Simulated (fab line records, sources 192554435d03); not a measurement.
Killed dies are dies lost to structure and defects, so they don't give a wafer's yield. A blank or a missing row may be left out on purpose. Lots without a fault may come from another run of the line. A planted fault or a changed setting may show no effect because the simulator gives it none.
fab line records | flow n5_finfet
record lots=7 wafers=39
route steps=1938 shown BEOL_M2@841 BEOL_M4@1108 BEOL_M6@1239 BEOL_M7@1329 BEOL_M11@1587
start_h: hours from the record's first day to the start of the lot's first wafer shown | wait_h: hours since the lot's step before | " the same as in the row above | L1.1+2: a row that stands for several wafers | - no value, or no start given | * or withheld: withheld | < > ~ a bound
route shown NAME@n: a module of which the file shows steps, and the number in the route of the first | usual: mean/standard deviation of fault-free wafers | same: alike in all rows | chamber/n: place in a boat | sites: the reading at each site | _std_site: their standard deviation | _edge_site: outer sites' mean less inner sites' | radius_mm: how far each site lies from the wafer's centre | mask NAME#n: copy n | behind: the tool/chamber that last shaped the wafer | hold: why the lot was held/for how many hours/how that ended | device: the transistor (n, p or np) that didn't switch | end of line: the same wafers' tests at the end of the route | a step without rows: its recipe alone | killed: dies lost to structure and defects at the first sort, not the wafer's yield | map: a wafer's dies, x killed, . not, _ none there
set.NAME: the setting as run; set.NAME@STEP: as run at that earlier step | model.NAME: the simulator's own value behind a step, which no gauge read
lots whose settings were changed on purpose; a table a step, a row a wafer
## steps
# step N5_BEOL_M2_ILD_DEP_00
# recipe material=SiOC target_thk_a=790 temp_c=350 precursor=DEMS/O2 pressure_torr=5 rf_w=500 time_s=15.3
# columns lot.wafer tool chamber start_h wait_h set.target_thk_a model.SiOC_of_BEOL_M2_ILD_DEP_00.thk_nm
L076.1 pecvd-01 2 151.93 0.0 790 77.4
L076.2 " 1 " " 790 77.8
L076.3 " 0 " " 790 77
L076.4 " 0 " " 790 78.4
L076.5 " 1 " " 790 79.8
L076.6 " 2 " " 790 79.2
L078.1 pecvd-02 1 156.80 0.0 790 77.6
L078.3+6 " 0,1 " " 790 78.6
L079.1 pecvd-03 0 163.48 0.0 790 79.6
L079.2 " 1 " " 790 78.6
L079.3 " 2 " " 790 78.8
L079.4 " 1 " " 790 79.4
L079.5 " 2 " " 790 80.2
L079.6 " 0 " " 790 80.8
L087.1+5 pecvd-03 0,2 217.60 0.0 790 79.2
L087.2 " 1 " " 790 77.6
L087.3 " 2 " " 790 77.2
L087.4 " 0 " " 790 80
L087.6 " 1 " " 790 78.2
L090.1 pecvd-02 1 224.87 0.0 1236 121.8
L090.2 " 0 " " 1236 122.6
L090.3 " 0 " " 790 79.4
L090.4 " 1 " " 790 78.2
L090.5 " 1 " " 790 78
L090.6 " 0 " " 1236 124
L094.1 pecvd-03 2 264.38 0.0 790 78.2
L094.2 " 1 " " 994.2 96.8
L094.3 " 0 " " 994.2 100.2
L094.4 " 0 " " 790 80.4
L094.5 " 2 " " 994.2 100.6
L094.6 " 1 " " 790 80
L097.1 pecvd-01 1 266.98 0.0 790 79.2
L097.2 " 0 " " 596.9 58.6
L097.3 " 2 " " 790 78.6
L097.4 " 0 " " 790 80.2
L097.5 " 1 " " 596.9 60.4
L097.6 " 2 " " 596.9 60.6
# step N5_BEOL_M2_THK_MEAS_01
# recipe reads=SiOC_of_BEOL_M2_ILD_DEP_00
# usual M2_ILD_THK=78.8/1.1
# columns lot.wafer tool chamber start_h wait_h set.target_thk_a@BEOL_M2_ILD_DEP_00 M2_ILD_THK[nm]
L076.1 film_metro-01 - 152.00 0.0 790 77.4
L076.2 " - " " 790 77.8
L076.3 " - " " 790 77.0
L076.4 " - " " 790 78.5
L076.5 " - " " 790 79.7
L076.6 " - " " 790 79.3
L078.1 film_metro-02 - 156.87 0.0 790 77.6
L078.3 " - " " 790 78.5
L078.6 " - " " 790 78.7
L079.1 film_metro-02 - 163.55 0.0 790 79.6
L079.2 " - " " 790 78.6
L079.3 " - " " 790 78.7
L079.4 " - " " 790 79.4
L079.5 " - " " 790 80.2
L079.6 " - " " 790 80.9
L087.1 film_metro-01 - 217.67 0.0 790 79.1
L087.2 " - " " 790 77.5
L087.3 " - " " 790 77.3
L087.4 " - " " 790 80.1
L087.5 " - " " 790 79.3
L087.6 " - " " 790 78.2
L090.1 film_metro-02 - 224.95 0.1 1236 121.8
L090.2 " - " " 1236 122.5
L090.3 " - " " 790 79.3
L090.4 " - " " 790 78.1
L090.5 " - " " 790 77.8
L090.6 " - " " 1236 124.0
L094.1 film_metro-02 - 264.44 0.0 790 78.1
L094.2 " - " " 994.2 96.6
L094.3 " - " " 994.2 100.2
L094.4 " - " " 790 80.3
L094.5 " - " " 994.2 100.7
L094.6 " - " " 790 80.1
L097.1 film_metro-01 - 267.04 0.0 790 79.2
L097.2 " - " " 596.9 58.7
L097.3 " - " " 790 78.6
L097.4 " - " " 790 80.2
L097.5 " - " " 596.9 60.4
L097.6 " - " " 596.9 60.7
# step N5_BEOL_M2_DEP_57
# recipe material=SiCN target_thk_a=80 temp_c=withheld precursor=3MS/NH3 pressure_torr=3 rf_w=202 time_s=14
# columns lot.wafer tool chamber start_h wait_h set.target_thk_a model.SiCN_of_BEOL_M2_DEP_57.thk_nm
L076.1 pecvd-03 0 164.50 0.0 80 7.6
L076.2+6 " 1,2 " " 102 10.2
L076.3 " 2 " " 80 7.8
L076.4 " 1 " " 102 10.4
L076.5 " 0 " " 80 8
L078.1 pecvd-01 2 168.35 0.0 80 7.6
L078.3 " 0 " " 80 8
L078.6 " 1 " " 80 7.8
L079.1+6 pecvd-01 1 173.24 0.0 109 10.8
L079.2 " 2 " " 80 7.6
L079.3+5 " 0,2 " " 80 8
L079.4 " 0 " " 109 11
L087.1+4 pecvd-02 0,2 232.86 0.0 80 7.6
L087.2+3+5 " 2,1,1 " " 80 7.8
L087.6 " 0 " " 80 8
L090.1 pecvd-01 1 235.22 0.0 116 11.6
L090.2 " 2 " " 80 7.8
L090.3+6 " 0,2 " " 80 8
L090.4+5 " 1,0 " " 116 11.8
L094.1+4 pecvd-01 0,2 295.16 0.0 80 8
L094.2 " 2 " " 80 7.8
L094.3+5+6 " 1,0,1 " " 114.4 11.6
L097.1+6 pecvd-01 1 297.96 0.0 46.97 4.8
L097.2 " 2 " " 80 7.6
L097.3 " 0 " " 80 8
L097.4 " 2 " " 46.97 4.6
L097.5 " 0 " " 80 8.2
# step N5_BEOL_M4_DEP_57
# recipe material=SiCN target_thk_a=80 temp_c=withheld precursor=3MS/NH3 pressure_torr=3 rf_w=202 time_s=14
# columns lot.wafer tool chamber start_h wait_h set.time_s model.SiCN_of_BEOL_M4_DEP_57.thk_nm
L076.1+3 pecvd-03 1,2 194.63 0.0 11.87 7
L076.2+5+6 " 0,0,1 " " 14 8.2
L076.4 " 2 " " 11.87 7.2
L078.1+3+6 pecvd-04 2,1,1 196.79 0.0 14 7.8
L079.1+3 pecvd-02 0 203.41 0.0 14 7.8
L079.2+4+6 " 1,1,0 " " 14 8
L079.5 " 1 " " 14 8.2
L090.1+2 pecvd-04 2,0 267.19 0.0 7.69 4.4
L090.3 " 0 " " 7.69 4.6
L090.4+5+6 " 2,2,0 " " 14 8
L087.1+3 pecvd-02 1,2 282.33 0.0 8.798 4.8
L087.2+6 " 0,2 " " 14 7.8
L087.4 " 0 " " 8.798 5
L087.5 " 1 " " 14 8.2
L094.1+3 pecvd-03 2,0 330.09 0.0 22.15 12.6
L094.2+4 " 1 " " 14 8
L094.5 " 0 " " 14 8.2
L094.6 " 2 " " 22.15 12.8
L097.1 pecvd-04 2 332.80 0.0 18.44 10.6
L097.2 " 1 " " 18.44 10.4
L097.3+4+5 " 0,0,2 " " 14 8.2
L097.6 " 1 " " 18.44 10.8
# step N5_BEOL_M6_TRENCH_ETCH_37
# recipe chemistry=C4F6/O2 target_depth_a=944.35 target=SiCOH_lowk time_s=31.5 ion_energy_ev=250 pressure_mtorr=30 source_w=345 bias_w=185 Ar_flow_sccm=300 C4F6_flow_sccm=10 O2_flow_sccm=10
# columns lot.wafer tool chamber start_h wait_h set.time_s model.BEOL_M6.feature_depth_nm model.etch.depth_nm model.TiN_of_BEOL_M6_HM_DEP_02.thk_nm
L076.1 rie_diel-03 0 - - 31.5 96.2 96.21 17.2
L076.2 " 1 " " 31.5 93.4 93.42 17.2
L076.3 " 2 " " 31.5 97.4 97.31 17
L076.4 " 3 " " 31.5 96.6 96.66 17.2
L076.5 " 0 " " 31.5 97 97.1 17
L076.6 " 1 " " 31.5 92.6 92.56 17.6
L078.1 rie_diel-03 0 - - 31.5 95.6 95.57 17.2
L078.3 " 2 " " 31.5 97.4 97.34 17
L078.6 " 1 " " 31.5 93.2 93.14 17.2
L079.1 rie_diel-01 0 - - 48.51 137.6 137.7 16.6
L079.2 " 1 " " 48.51 144.6 144.6 16.2
L079.3 " 3 " " 31.5 95 95 17.8
L079.4 " 1 " " 31.5 93.2 93.22 17.8
L079.5 " 0 " " 48.51 138.2 138.2 16.6
L079.6 " 3 " " 31.5 95.4 95.43 18
L090.1 rie_diel-04 3 - - 31.5 94 93.93 17.4
L090.2 " 0 " " 31.5 93.4 93.49 17.6
L090.3 " 1 " " 31.5 94.2 94.29 17.8
L090.4 " 3 " " 31.5 93.8 93.9 17.6
L090.5 " 1 " " 31.5 94.6 94.63 17.2
L090.6 " 0 " " 31.5 93.2 93.19 17.8
L087.1 rie_diel-03 0 - - 31.5 96 96.06 17.4
L087.2 " 1 " " 31.5 97.6 97.7 17.2
L087.3 " 3 " " 31.5 95.6 95.67 17.4
L087.4 " 2 " " 31.5 96.6 96.59 17.8
L087.5 " 2 " " 31.5 97 97.06 17.6
L087.6 " 1 " " 31.5 98.2 98.13 17.2
L094.1 rie_diel-03 1 - - 31.5 97 97 17.6
L094.2 " 2 " " 38.25 117.2 117.3 16.8
L094.3 " 3 " " 38.25 115 115 17
L094.4 " 0 " " 38.25 116 116.1 17
L094.5 " 1 " " 31.5 97.4 97.34 17.4
L094.6 " 2 " " 31.5 96.2 96.1 17.6
L097.1 rie_diel-03 2 - - 31.5 96.6 96.64 17
L097.2 " 0 " " 31.5 95.6 95.6 17.2
L097.3 " 1 " " 42.89 132 132.1 16.2
L097.4 " 3 " " 42.89 129.8 129.7 16.2
L097.5 " 1 " " 31.5 97.2 97.17 17
L097.6 " 0 " " 42.89 130.8 130.8 16.2
# step N5_BEOL_M6_ETCH_41
# recipe chemistry=CH3F/O2 target=SiCN target_depth_a=297 taper_deg=2 time_s=52 ion_energy_ev=120 mask_material=TiN pressure_mtorr=30 source_w=395 bias_w=75 Ar_flow_sccm=150 CH3F_flow_sccm=30 O2_flow_sccm=20
# step N5_BEOL_M6_STRIP_80
# recipe chemistry=N2/H2 time_s=10 power_w=450 temp_c=40 pressure_mtorr=20 rf_frequency_hz=6e+07 bias_power_w=7 n2_flow_sccm=200 h2_flow_sccm=200
# step N5_BEOL_M6_OCD_MEAS_38
# usual trench_depth_nm=94.8/2.1
# columns lot.wafer tool chamber start_h wait_h set.time_s@BEOL_M6_TRENCH_ETCH_37 trench_depth_nm
L076.1 ocd-01 - 214.50 - 31.5 96.4
L076.2 " - " " 31.5 92.9
L076.3 " - " " 31.5 97.6
L076.4 " - " " 31.5 96.5
L076.5 " - " " 31.5 97.4
L076.6 " - " " 31.5 92.5
L078.1 ocd-01 - 217.27 - 31.5 94.8
L078.3 " - " " 31.5 96.8
L078.6 " - " " 31.5 93.0
L079.1 ocd-01 - 220.29 - 48.51 137.6
L079.2 " - " " 48.51 145.2
L079.3 " - " " 31.5 95.1
L079.4 " - " " 31.5 93.0
L079.5 " - " " 48.51 138.2
L079.6 " - " " 31.5 95.0
L090.1 ocd-01 - 281.98 - 31.5 93.5
L090.2 " - " " 31.5 93.7
L090.3 " - " " 31.5 94.2
L090.4 " - " " 31.5 93.8
L090.5 " - " " 31.5 94.7
L090.6 " - " " 31.5 93.3
L087.1 ocd-01 - 304.52 - 31.5 96.5
L087.2 " - " " 31.5 97.2
L087.3 " - " " 31.5 95.4
L087.4 " - " " 31.5 96.9
L087.5 " - " " 31.5 97.4
L087.6 " - " " 31.5 98.3
L094.1 ocd-01 - 349.15 - 31.5 96.9
L094.2 " - " " 38.25 117.3
L094.3 " - " " 38.25 115.5
L094.4 " - " " 38.25 116.4
L094.5 " - " " 31.5 97.5
L094.6 " - " " 31.5 96.2
L097.1 ocd-01 - 349.70 - 31.5 95.9
L097.2 " - " " 31.5 95.9
L097.3 " - " " 42.89 131.8
L097.4 " - " " 42.89 129.4
L097.5 " - " " 31.5 96.6
L097.6 " - " " 42.89 130.5
# step N5_BEOL_M6_HM_STRIP_39
# recipe chemistry=peroxide_tin_strip material=TiN target_depth_a=250 temp_c=50 time_s=158
# step N5_BEOL_M6_SRD_40
# recipe time_s=30 temp_c=23 rinse_liquid=diw dry=ipa_marangoni
# step N5_BEOL_M6_ECD_50
# recipe material=Cu target_thk_a=3000
# step N5_BEOL_M6_ANNEAL_51
# recipe temp_c=225 time_s=90 ambient=N2
# step N5_BEOL_M6_CMP_52
# recipe stop_on=SiCOH_lowk t_overpolish_s=6.9 down_force_psi=1 platen_rpm=50 clearing_platen_down_force_psi=1.5 clearing_platen_rpm=50 post_cmp_clean=cu_alkaline target_thk_nm=80 clearing_platen_pad_velocity_m_s=0.99484 pad_velocity_m_s=0.99484
# columns lot.wafer tool chamber start_h wait_h set.time_s@BEOL_M6_TRENCH_ETCH_37 model.Cu_of_BEOL_M6_ECD_50.thk_nm
L076.1 cmp-04 3 218.43 0.3 31.5 81
L076.2 " 0 " " 31.5 78.8
L076.4 " 1 " " 31.5 81.2
L076.3 " 2 " " 31.5 82.2
L076.6 " 3 " " 31.5 77.2
L076.5 " 0 " " 31.5 82.6
L078.3 cmp-04 3 220.13 0.2 31.5 84.4
L078.1 " 1 " " 31.5 80.6
L078.6 " 3 " " 31.5 79
L079.1 cmp-02 0 222.29 0.3 48.51 123.4
L079.2 " 1 " " 48.51 128
L079.4 " 2 " " 31.5 77.8
L079.3 " 3 " " 31.5 80.4
L079.5 " 0 " " 48.51 123.2
L079.6 " 1 " " 31.5 79.4
L090.1 cmp-01 2 284.69 0.3 31.5 79.8
L090.4+5 " 3 " " 31.5 79.2
L090.2 " 0 " " 31.5 76.8
L090.3 " 1 " " 31.5 82.2
L090.6 " 2 " " 31.5 79.6
L087.2 cmp-04 2 306.88 0.2 31.5 83.2
L087.1+3 " 3,0 " " 31.5 82
L087.4 " 1 " " 31.5 81.4
L087.5 " 2 " " 31.5 82.2
L087.6 " 3 " " 31.5 84.8
L094.3 cmp-04 2 350.92 0.2 38.25 100
L094.1 " 3 " " 31.5 82.6
L094.4 " 0 " " 38.25 102.2
L094.2 " 1 " " 38.25 103
L094.6 " 2 " " 31.5 83
L094.5 " 3 " " 31.5 84.6
L097.2 cmp-04 3 353.62 0.2 31.5 81.4
L097.3 " 0 " " 42.89 118.2
L097.1 " 1 " " 31.5 82.4
L097.4 " 2 " " 42.89 115
L097.5 " 3 " " 31.5 84.4
L097.6 " 0 " " 42.89 116.6
# step N5_BEOL_M6_THK_MEAS_53
# recipe thk_meas_gauge=xrf reads=Cu_of_BEOL_M6_ECD_50
# usual M6_THK=81.6/2.9
# columns lot.wafer tool chamber start_h wait_h set.time_s@BEOL_M6_TRENCH_ETCH_37 M6_THK[nm]
L076.1 film_metro-02 - 218.73 - 31.5 82.9
L076.2 " - " " 31.5 80.3
L076.3 " - " " 31.5 84.0
L076.4 " - " " 31.5 82.7
L076.5 " - " " 31.5 84.5
L076.6 " - " " 31.5 79.2
L078.1 film_metro-01 - 220.39 - 31.5 81.0
L078.3 " - " " 31.5 85.2
L078.6 " - " " 31.5 80.0
L079.1 film_metro-02 - 222.59 - 48.51 125.1
L079.2 " - " " 48.51 130.1
L079.3 " - " " 31.5 81.8
L079.4 " - " " 31.5 79.1
L079.5 " - " " 48.51 125.5
L079.6 " - " " 31.5 81.1
L090.1 film_metro-01 - 284.98 - 31.5 80.2
L090.2 " - " " 31.5 77.2
L090.3 " - " " 31.5 82.6
L090.4 " - " " 31.5 79.8
L090.5 " - " " 31.5 79.7
L090.6 " - " " 31.5 80.2
L087.1 film_metro-02 - 307.18 - 31.5 84.5
L087.2 " - " " 31.5 85.8
L087.3 " - " " 31.5 84.6
L087.4 " - " " 31.5 84.0
L087.5 " - " " 31.5 84.8
L087.6 " - " " 31.5 87.2
L094.1 film_metro-01 - 351.21 - 31.5 84.1
L094.2 " - " " 38.25 105.0
L094.3 " - " " 38.25 101.6
L094.4 " - " " 38.25 103.8
L094.5 " - " " 31.5 85.9
L094.6 " - " " 31.5 84.0
L097.1 film_metro-02 - 353.91 - 31.5 84.7
L097.2 " - " " 31.5 83.1
L097.3 " - " " 42.89 121.0
L097.4 " - " " 42.89 118.2
L097.5 " - " " 31.5 86.8
L097.6 " - " " 42.89 119.9
# step N5_BEOL_M6_PRE_CLEAN_55
# recipe gas=NH3 time_s=15 temp_c=withheld rf_power_w=300
# step N5_BEOL_M6_DEP_56
# recipe material=SiCN target_thk_a=100 temp_c=withheld precursor=3MS/NH3 pressure_torr=3 rf_w=202 time_s=17.5
# step N5_BEOL_M6_RS_MEAS_57
# recipe thk_meas_gauge=four-point-probe reads=Cu_of_BEOL_M6_ECD_50+Co_of_BEOL_M6_CVD_78+TaN_of_BEOL_M6_ALD_77
# usual M6_RS=0.285/0.011
# columns lot.wafer tool chamber start_h wait_h set.time_s@BEOL_M6_TRENCH_ETCH_37 M6_RS[ohm/sq]
L076.1 film_metro-01 - 218.86 0.1 31.5 0.282
L076.2 " - " " 31.5 0.291
L076.3 " - " " 31.5 0.277
L076.4 " - " " 31.5 0.281
L076.5 " - " " 31.5 0.275
L076.6 " - " " 31.5 0.298
L078.1 film_metro-01 - 220.52 0.1 31.5 0.284
L078.3 " - " " 31.5 0.269
L078.6 " - " " 31.5 0.290
L079.1 film_metro-02 - 222.76 0.1 48.51 0.175
L079.2 " - " " 48.51 0.167
L079.3 " - " " 31.5 0.286
L079.4 " - " " 31.5 0.297
L079.5 " - " " 48.51 0.175
L079.6 " - " " 31.5 0.289
L090.1 film_metro-01 - 285.11 0.1 31.5 0.287
L090.2 " - " " 31.5 0.300
L090.3 " - " " 31.5 0.277
L090.4 " - " " 31.5 0.290
L090.5 " - " " 31.5 0.290
L090.6 " - " " 31.5 0.288
L087.1 film_metro-01 - 307.31 0.1 31.5 0.278
L087.2 " - " " 31.5 0.274
L087.3 " - " " 31.5 0.278
L087.4 " - " " 31.5 0.280
L087.5 " - " " 31.5 0.277
L087.6 " - " " 31.5 0.267
L094.1 film_metro-01 - 351.34 0.1 31.5 0.275
L094.2 " - " " 38.25 0.214
L094.3 " - " " 38.25 0.221
L094.4 " - " " 38.25 0.215
L094.5 " - " " 31.5 0.268
L094.6 " - " " 31.5 0.273
L097.1 film_metro-01 - 354.04 0.1 31.5 0.276
L097.2 " - " " 31.5 0.280
L097.3 " - " " 42.89 0.182
L097.4 " - " " 42.89 0.188
L097.5 " - " " 31.5 0.268
L097.6 " - " " 42.89 0.185
# step N5_BEOL_M7_DEP_56
# recipe material=SiCN target_thk_a=100 temp_c=withheld precursor=3MS/NH3 pressure_torr=3 rf_w=202 time_s=17.5
# columns lot.wafer tool chamber start_h wait_h set.target_thk_a model.SiCN_of_BEOL_M7_DEP_56.thk_nm
L078.1 pecvd-01 2 227.67 0.0 100 9.6
L078.3+6 " 2 " " 100 9.8
L076.1 pecvd-04 0 228.06 0.0 100 9.8
L076.2+3 " 2,1 " " 100 10
L076.4+5+6 " 1,0,2 " " 135.1 13.6
L079.1 pecvd-04 1 230.98 0.0 100 9.8
L079.2+3 " 2,0 " " 100 10
L079.4+5 " 1,0 " " 118.5 11.8
L079.6 " 2 " " 118.5 12
L090.1 pecvd-02 1 296.13 0.0 126.9 12.4
L090.2+3+4 " 0,2,1 " " 100 9.8
L090.5+6 " 2,0 " " 126.9 12.8
L087.1+2+3 pecvd-02 2,0,1 315.13 0.0 100 10
L087.4 " 2 " " 100 9.8
L087.5+6 " 0,1 " " 100 10.2
L094.1+4+5+6 pecvd-02 1,0,2,1 359.58 0.0 100 10
L094.2+3 " 2,0 " " 100 9.8
L097.1+2+6 pecvd-02 1,0,0 363.43 0.0 100 10
L097.3 " 2 " " 100 9.6
L097.4+5 " 1,2 " " 100 10.2
# step N5_BEOL_M11_CURE_72
# recipe temp_c=370 time_s=120 ambient=DMADMS/He material=SiCOH_lowk
# usual lamp_power_pct=52.31/0.054
# columns lot.wafer tool chamber start_h wait_h set.time_s lamp_power_pct
L079.1 uv_cure-03 1 267.70 0.0 120 52.41
L079.2 " 1 " " 147.8 51.12
L079.3 " 1 " " 147.8 51.13
L079.4 " 1 " " 120 52.35
L079.5 " 1 " " 120 52.33
L079.6 " 1 " " 147.8 51.16
L078.1 uv_cure-03 1 268.00 0.1 120 52.43
L078.3 " 1 " " 120 52.33
L078.6 " 1 " " 120 52.30
L076.1 uv_cure-03 2 268.59 0.0 190.8 49.29
L076.2 " 2 " " 120 52.31
L076.3 " 2 " " 120 52.36
L076.4 " 2 " " 190.8 49.22
L076.5 " 2 " " 190.8 49.27
L076.6 " 2 " " 120 52.29
L090.1 uv_cure-03 0 328.46 0.0 120 52.41
L090.2 " 0 " " 120 52.20
L090.3 " 0 " " 120 52.33
L090.4 " 0 " " 120 52.20
L090.5 " 0 " " 120 52.42
L090.6 " 0 " " 120 52.33
L087.1 uv_cure-02 1 346.07 0.0 99.96 52.28
L087.2 " 1 " " 120 52.33
L087.3 " 1 " " 120 52.21
L087.4 " 1 " " 99.96 52.23
L087.5 " 1 " " 120 52.39
L087.6 " 1 " " 99.96 52.36
L094.1 uv_cure-01 0 390.00 0.0 120 52.35
L094.2 " 0 " " 120 52.31
L094.3 " 0 " " 120 52.37
L094.4 " 0 " " 120 52.38
L094.5 " 0 " " 120 52.31
L094.6 " 0 " " 120 52.38
L097.1 uv_cure-03 0 400.59 0.4 82.24 52.42
L097.2 " 0 " " 120 52.29
L097.3 " 0 " " 120 52.23
L097.4 " 0 " " 120 52.27
L097.5 " 0 " " 82.24 52.30
L097.6 " 0 " " 82.24 52.27
## key
split step=N5_BEOL_M2_ILD_DEP_00 setting=target_thk_a stated=790 by=wafer
response step=N5_BEOL_M2_ILD_DEP_00 reading=model.SiOC_of_BEOL_M2_ILD_DEP_00.thk_nm change=+0.782 per=1% r=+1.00
response step=N5_BEOL_M2_THK_MEAS_01 reading=M2_ILD_THK change=+0.783 per=1% r=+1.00
split step=N5_BEOL_M2_DEP_57 setting=target_thk_a stated=80 by=wafer
response step=N5_BEOL_M2_DEP_57 reading=model.SiCN_of_BEOL_M2_DEP_57.thk_nm change=+0.0833 per=1% r=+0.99
split step=N5_BEOL_M4_DEP_57 setting=time_s stated=14 by=wafer
response step=N5_BEOL_M4_DEP_57 reading=model.SiCN_of_BEOL_M4_DEP_57.thk_nm change=+0.0789 per=1% r=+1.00
split step=N5_BEOL_M6_TRENCH_ETCH_37 setting=time_s stated=31.5 by=wafer
response step=N5_BEOL_M6_TRENCH_ETCH_37 reading=model.BEOL_M6.feature_depth_nm change=+0.879 per=1% r=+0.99
response step=N5_BEOL_M6_TRENCH_ETCH_37 reading=model.etch.depth_nm change=+0.88 per=1% r=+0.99
response step=N5_BEOL_M6_TRENCH_ETCH_37 reading=model.TiN_of_BEOL_M6_HM_DEP_02.thk_nm change=-0.0256 per=1% r=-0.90
response step=N5_BEOL_M6_OCD_MEAS_38 reading=trench_depth_nm change=+0.885 per=1% r=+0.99
response step=N5_BEOL_M6_CMP_52 reading=model.Cu_of_BEOL_M6_ECD_50.thk_nm change=+0.872 per=1% r=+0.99
response step=N5_BEOL_M6_THK_MEAS_53 reading=M6_THK change=+0.888 per=1% r=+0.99
response step=N5_BEOL_M6_RS_MEAS_57 reading=M6_RS change=-0.00231 per=1% r=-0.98
split step=N5_BEOL_M7_DEP_56 setting=target_thk_a stated=100 by=wafer
response step=N5_BEOL_M7_DEP_56 reading=model.SiCN_of_BEOL_M7_DEP_56.thk_nm change=+0.105 per=1% r=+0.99
split step=N5_BEOL_M11_CURE_72 setting=time_s stated=120 by=wafer
response step=N5_BEOL_M11_CURE_72 reading=lamp_power_pct change=* per=1% r=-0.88
